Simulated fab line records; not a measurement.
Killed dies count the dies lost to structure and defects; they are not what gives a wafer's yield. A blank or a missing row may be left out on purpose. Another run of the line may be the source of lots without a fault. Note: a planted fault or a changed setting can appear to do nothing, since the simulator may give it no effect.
Which of the tools did it? ; flow n5-finfet ; 10 lots, 30 wafers sampled, at 4 steps of a route of 1938

== WHAT THE GAUGES READ, wafer by wafer ==
N5_BEOL_M8_INSPECT_58: inspects for defects (darkfield). Usual: 72 for raw-defect-count, sd 28.
lot;measured;on;raw-defect-count;flag
L374;day 10 18:56;defect-inspect-02;70 58 71;
L378;day 11 11:49;defect-inspect-02;82 57 45;
L382;day 12 10:07;defect-inspect-01;103 126 123;
L388;day 14 07:29;defect-inspect-01;91 79 103;
L387;day 14 12:56;defect-inspect-01;161 156 104;
L393;day 16 00:10;defect-inspect-02;58 46 70;
L392;day 16 00:50;defect-inspect-02;106 146 100;
L394;day 16 20:05;defect-inspect-02;33 42 30;
L395;day 16 22:46;defect-inspect-02;63 57 64;
L397;day 16 23:40;defect-inspect-01;68 40 49;

== WHAT TOOL EACH LOT RAN ON (gives the tool, then ch and the chambers of the sampled wafers, and finally the start) ==
lot;N5_BEOL_M8_VIA_ETCH_34;N5_BEOL_M8_TRENCH_ETCH_37;N5_BEOL_M8_DEP_56
L374;rie-diel-05 ch 1,2,3, day 10 12:27;rie-diel-05 ch 1,2,3, day 10 18:50 or earlier;pecvd-03 ch 0,2, day 10 18:50
L378;rie-diel-06 ch 0,1,2, day 11 07:24;rie-diel-06 ch 0,1,2, day 11 11:44 or earlier;pecvd-04 ch 0,1,2, day 11 11:44
L382;rie-diel-06 ch 0,1,3, day 12 06:25;rie-diel-06 ch 0,1,3, day 12 09:49 or earlier;pecvd-02 ch 0,1,2, day 12 09:49
L388;rie-diel-05 ch 0,1, day 14 04:34;rie-diel-05 ch 0,1, day 14 07:12 or earlier;pecvd-04 ch 0,1, day 14 07:12
L387;rie-diel-04 ch 0,1,3, day 14 08:32;rie-diel-04 ch 0,1,3, day 14 12:38 or earlier;pecvd-02 ch 0,1,2, day 14 12:38
L393;rie-diel-06 ch 0,2,3, day 15 20:04;rie-diel-06 ch 0,2,3, day 16 00:05 or earlier;pecvd-02 ch 1,2, day 16 00:05
L392;rie-diel-04 ch 0,2,3, day 15 20:07;rie-diel-04 ch 0,2,3, day 16 00:46 or earlier;pecvd-03 ch 0,1,2, day 16 00:46
L394;rie-diel-06 ch 1,2,3, day 16 17:46;rie-diel-06 ch 1,2,3, day 16 20:00 or earlier;pecvd-04 ch 0,1,2, day 16 20:00
L395;rie-diel-04 ch 0,2, day 16 18:34;rie-diel-04 ch 0,2, day 16 22:41 or earlier;pecvd-02 ch 0,1, day 16 22:41
L397;rie-diel-06 ch 0,1,2, day 16 20:58;rie-diel-06 ch 0,1,2, day 16 23:34 or earlier;pecvd-03 ch 0,1,2, day 16 23:34
- N5_BEOL_M8_VIA_ETCH_34: etches SiCOH lowk in C4F6/O2, target depth 125.5 nm, time 50.5 s.
- N5_BEOL_M8_TRENCH_ETCH_37: etches SiCOH lowk in C4F6/O2, target depth 93.478 nm, time 31.2 s.
- N5_BEOL_M8_DEP_56: deposits SiCN from 3MS/NH3, target thk 10 nm, time 17.5 s.

== WHAT THE TOOLS THEMSELVES READ (means of the sampled wafers that have a number; where no wafer has one, the mark that the record gives instead) ==
N5_BEOL_M8_VIA_ETCH_34. Usual: drypump-motor-current-A is 5.73 A with standard deviation 0.25, oes_o_777_au is 0.83 a.u. with standard deviation 0.062, oes-product-au is 0.84 a.u. with standard deviation 0.063, rf-fwd-power-W is 341.3 W with standard deviation 1.6, rf-vpp-V is 668 V with standard deviation 13, showerhead-plenum-p-Torr is 2.89 Torr with standard deviation 0.085, and throttle-valve-pct is 20.77 % with standard deviation 0.22.
lot;tool;drypump-motor-current-A (A);oes_o_777_au (a.u.);oes-product-au (a.u.);rf-fwd-power-W (W);rf-vpp-V (V);showerhead-plenum-p-Torr (Torr);throttle-valve-pct (%);flag
L374;rie-diel-05;5.96;0.88;0.88;342.4;658;2.86;20.78;
L378;rie-diel-06;5.64;0.81;0.83;340.8;677;2.93;20.78;
L382;rie-diel-06;5.49;0.84;0.85;340.2;665;2.89;20.72;
L388;rie-diel-05;5.73;0.80;0.79;341.7;665;2.87;20.51;
L387;rie-diel-04;5.85;0.85;0.88;341.6;677;2.90;20.77;
L393;rie-diel-06;5.55;0.80;0.82;339.4;668;2.96;20.74;
L392;rie-diel-04;5.64;0.86;0.89;341.8;678;2.94;20.87;
L394;rie-diel-06;5.55;0.81;0.81;339.3;672;2.88;20.69;
L395;rie-diel-04;5.44;0.90;0.92;341.4;671;2.95;20.88;
L397;rie-diel-06;5.64;0.77;0.78;339.4;676;2.91;20.85;

N5_BEOL_M8_TRENCH_ETCH_37. Usual: drypump-motor-current-A is 5.74 A with standard deviation 0.25, oes_o_777_au is 0.83 a.u. with standard deviation 0.062, oes-product-au is 0.84 a.u. with standard deviation 0.061, rf-fwd-power-W is 340.1 W with standard deviation 1.8, rf-vpp-V is 668 V with standard deviation 13, showerhead-plenum-p-Torr is 2.89 Torr with standard deviation 0.085, and throttle-valve-pct is 20.80 % with standard deviation 0.22.
lot;tool;drypump-motor-current-A (A);oes_o_777_au (a.u.);oes-product-au (a.u.);rf-fwd-power-W (W);rf-vpp-V (V);showerhead-plenum-p-Torr (Torr);throttle-valve-pct (%);flag
L374;rie-diel-05;5.95;0.88;0.88;341.0;658;2.86;20.81;
L378;rie-diel-06;5.65;0.81;0.83;338.2;676;2.93;20.80;
L382;rie-diel-06;5.48;0.84;0.86;339.2;665;2.89;20.75;
L388;rie-diel-05;5.73;0.81;0.80;342.2;664;2.87;20.54;
L387;rie-diel-04;5.82;0.85;0.87;340.5;676;2.90;20.80;
L393;rie-diel-06;5.53;0.80;0.82;338.5;668;2.96;20.77;
L392;rie-diel-04;5.64;0.87;0.89;341.0;678;2.94;20.89;
L394;rie-diel-06;5.54;0.81;0.81;337.0;672;2.88;20.74;
L395;rie-diel-04;5.45;0.90;0.91;341.4;670;2.95;20.91;
L397;rie-diel-06;5.64;0.77;0.78;338.0;677;2.91;20.87;

N5_BEOL_M8_DEP_56. Usual: rf-fwd-power-W 199.5 W, standard deviation 0.98; showerhead-plenum-p-Torr 3.666 Torr, standard deviation 0.012; throttle-valve-pct 9.1 %, standard deviation 0.56.
lot;tool;rf-fwd-power-W (W);showerhead-plenum-p-Torr (Torr);throttle-valve-pct (%);flag
L374;pecvd-03;199.9;3.670;8.7;
L378;pecvd-04;198.9;3.660;9.4;
L382;pecvd-02;200.1;3.661;8.9;
L388;pecvd-04;198.2;3.659;9.2;
L387;pecvd-02;200.4;3.658;9.1;
L393;pecvd-02;200.1;3.661;8.7;
L392;pecvd-03;199.9;3.671;9.1;
L394;pecvd-04;198.5;3.661;9.2;
L395;pecvd-02;200.0;3.664;9.1;
L397;pecvd-03;200.1;3.671;9.2;

== THE ANSWER, worked out from the rows above alone ==
Rule: a lot is off if the mean of its wafers that have a number lies more than 3 standard deviations from the usual mean. A lot without any number at a reading at which 4 lots or more have one is off too. Any other lot the step has rows for is counted as sound. After the gauges, taken in route order, come the tools' own readings; for these a lot's mean is taken, as printed above. The first step at which some lot is off is used, and at that step the reading that is off furthest; a lot without a number counts as furthest.
None of the lots is off at any reading shown; this tells nothing.

== WHAT THE SIMULATOR HAD INSERTED ==
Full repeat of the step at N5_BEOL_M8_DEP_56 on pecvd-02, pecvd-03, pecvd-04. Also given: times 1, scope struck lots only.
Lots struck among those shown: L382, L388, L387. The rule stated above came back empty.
